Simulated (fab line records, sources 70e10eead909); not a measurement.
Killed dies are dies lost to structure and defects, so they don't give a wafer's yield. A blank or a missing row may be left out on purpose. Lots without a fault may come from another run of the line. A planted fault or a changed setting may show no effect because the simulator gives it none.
Chamber matching | flow nand_harc | NHARC_A_BONDPAD_CMP_19 on cmp-02: 4 sister chambers
The step polishes, t overpolish 30 s, cu recess touch 16 s, target thk 169.82 nm. 8 wafers are shown with their chamber, then 7 later ones without.

WAFERS WITH THEIR CHAMBER
wafer  | chamber | motor_current_A (A) | overpolish_run_s (s)
L092.2 | 1       | 12.1                | 30.006
L092.3 | 3       | 13.9                | 30.003
L092.4 | 2       | 11.5                | 30.007
L093.2 | 3       | 14.7                | 29.995
L093.5 | 0       | 12.9                | 30.012
L093.6 | 1       | 12.2                | 29.999
L094.1 | 2       | 11.0                | 29.992
L094.3 | 0       | 12.9                | 29.997

WAFERS WITHOUT THEIR CHAMBER
wafer  | motor_current_A (A) | overpolish_run_s (s)
L094.6 | 11.9                | 29.988
L094.2 | 13.8                | 30.013
L094.4 | 12.2                | 29.990
L094.5 | 14.8                | 29.992
L097.1 | 12.4                | 30.012
L097.2 | 15.0                | 30.012
L097.3 | 11.6                | 29.999

WHICH CHAMBER EACH WENT THROUGH
wafer  | from the rows above          | in truth
L094.6 | can't be placed: 1 or 2 or 0 | 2
L094.2 | can't be placed: 3 or 0      | 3
L094.4 | can't be placed: 1 or 0 or 2 | 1
L094.5 | 3                            | 3
L097.1 | can't be placed: 1 or 0      | 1
L097.2 | 3                            | 3
L097.3 | can't be placed: 2 or 1      | 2
Placed correctly: 2 of 7. Can't be placed from these rows: 5 (the true chamber is among the candidates in 5). Placed wrongly: 0.
How it was worked out, from the rows above alone: a wafer's distance from a chamber is the root of the sum, over the readings, of the square of ((its reading less the chamber's mean) divided by the reading's scatter). The wafer belongs to the nearest chamber; if the next one is less than 2 further off, it can't be placed. A chamber's mean is the mean of its shown wafers. The scatter: the root of (the sum of the squares of (reading less its chamber's mean) over the shown wafers, divided by (wafers less chambers)).
